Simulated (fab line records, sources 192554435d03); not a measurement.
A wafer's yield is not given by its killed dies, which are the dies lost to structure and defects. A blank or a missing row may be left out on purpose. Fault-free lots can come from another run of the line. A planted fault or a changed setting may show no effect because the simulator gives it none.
Split-lot experiment -- flow n5 finfet -- route with 1938 steps; 7 lots, 21 wafers read

THE SPLIT ITSELF
At N5_BEOL_M3_ILD_DEP_00 (deposits SiOC from DEMS/O2, target thk 79 nm, time 15.3 s), the setting time s was moved away from the recipe's 15.3 s on 7 of the 21 wafers read, by -10.7% to +14.4%. All remaining wafers had this setting at the recipe value.

The file shows no step between the split and the reading.

THE READING
At N5_BEOL_M3_THK_MEAS_01: M3_ILD_THK, given in nm. A value of 79.4 nm with a standard deviation of 0.95 nm is what fault-free wafers of this fab line usually give.

wafer,"tool, chamber at the split","time s as run, s",against the recipe,"M3_ILD_THK, nm",against lot-mates on the recipe
L075.3,"pecvd-01, 2",15.3,recipe,79.0,-
L075.4,"pecvd-01, 1",15.3,recipe,79.4,-
L075.5,"pecvd-01, 2",16.42,+7.3%,85.9,+6.7
L077.1,"pecvd-01, 1",15.3,recipe,79.6,-
L077.3,"pecvd-01, 1",15.3,recipe,81.0,-
L077.5,"pecvd-01, 2",15.3,recipe,80.2,-
L080.1,"pecvd-03, 1",13.67,-10.7%,70.9,-8.6
L080.3,"pecvd-03, 2",13.67,-10.7%,71.3,-8.2
L080.4,"pecvd-03, 0",15.3,recipe,79.5,-
L082.3,"pecvd-03, 2",16.56,+8.2%,85.5,+6.0
L082.4,"pecvd-03, 2",16.56,+8.2%,86.9,+7.4
L082.5,"pecvd-03, 0",15.3,recipe,79.5,-
L087.4,"pecvd-01, 2",15.3,recipe,79.1,-
L087.5,"pecvd-01, 0,1",15.3,recipe,79.9,-
L087.6,"pecvd-01, 0,1",15.3,recipe,80.0,-
L090.3,"pecvd-02, 2",17.51,+14.4%,90.3,+9.5
L090.4,"pecvd-02, 0",17.51,+14.4%,91.8,+11.0
L090.6,"pecvd-02, 1",15.3,recipe,80.8,-
L091.2,"pecvd-01, 0",15.3,recipe,78.4,-
L091.3,"pecvd-01, 2",15.3,recipe,79.5,-
L091.4,"pecvd-01, 1",15.3,recipe,79.6,-
Where a row lists several chambers, the file gives one row for several wafers and doesn't say which wafer went through which chamber.

FIT RESULTS
A straight line over all 21 wafers: M3_ILD_THK changes by +0.797 nm for each +1% of time s; r = +0.99; the points scatter about the line by 0.67 nm.
The same after taking each lot's own level away (the mean of its wafers on the recipe; 21 wafers): +0.761 nm for each +1%; r = +0.99; scatter 0.63 nm.
On that fit, the largest move of time s shifts the reading by 11 nm.
Across the lots, their own levels run from 79.17 to 80.80 nm, a range of 1.7 times the standard deviation given above.
The two slopes are in agreement: the lot-to-lot level therefore moves the slope only a little.
Check: for one of the wafers moved furthest among these (+14.4%), held out of the fit, the line's prediction against its lot-mates is +11.5 nm. Against them it came out at +9.5 nm.

THESE WAFERS: OTHER SPLITS
Other splits were also applied to these wafers ahead of the reading. Each is held against what the fit with the lots' levels taken away leaves over:
other split on the same wafers,wafers away from the commonest value,r with M3_ILD_THK (lot level and that fit taken away)
N5_BEOL_M1_EXPOSE_08 dose mj,5,-0.11
N5_BEOL_M1_ETCH_77 source w,8,+0.06
N5_BEOL_M1_TRENCH_ETCH_37 bias w,4,+0.00
N5_BEOL_M2_DESCUM_33 time s,11,-0.15

THE WHOLE CHAIN: every reading that the file lists as answering this split, in the file's order
step,what it does,reading,change (the file's fit),r (the file's)
N5_BEOL_M3_ILD_DEP_00,"deposits SiOC from DEMS/O2, target thk 79 nm, time 15.3 s","SiOC_of_BEOL_M3_ILD_DEP_00.thk nm (the simulator's own value, which no gauge read)",+0.769 nm for each +1% of the setting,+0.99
N5_BEOL_M3_THK_MEAS_01,,M3_ILD_THK,+0.771 for each +1% of the setting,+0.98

FILE'S OWN FIT
M3_ILD_THK changes by +0.771 nm for each +1% of time s, r = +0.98.
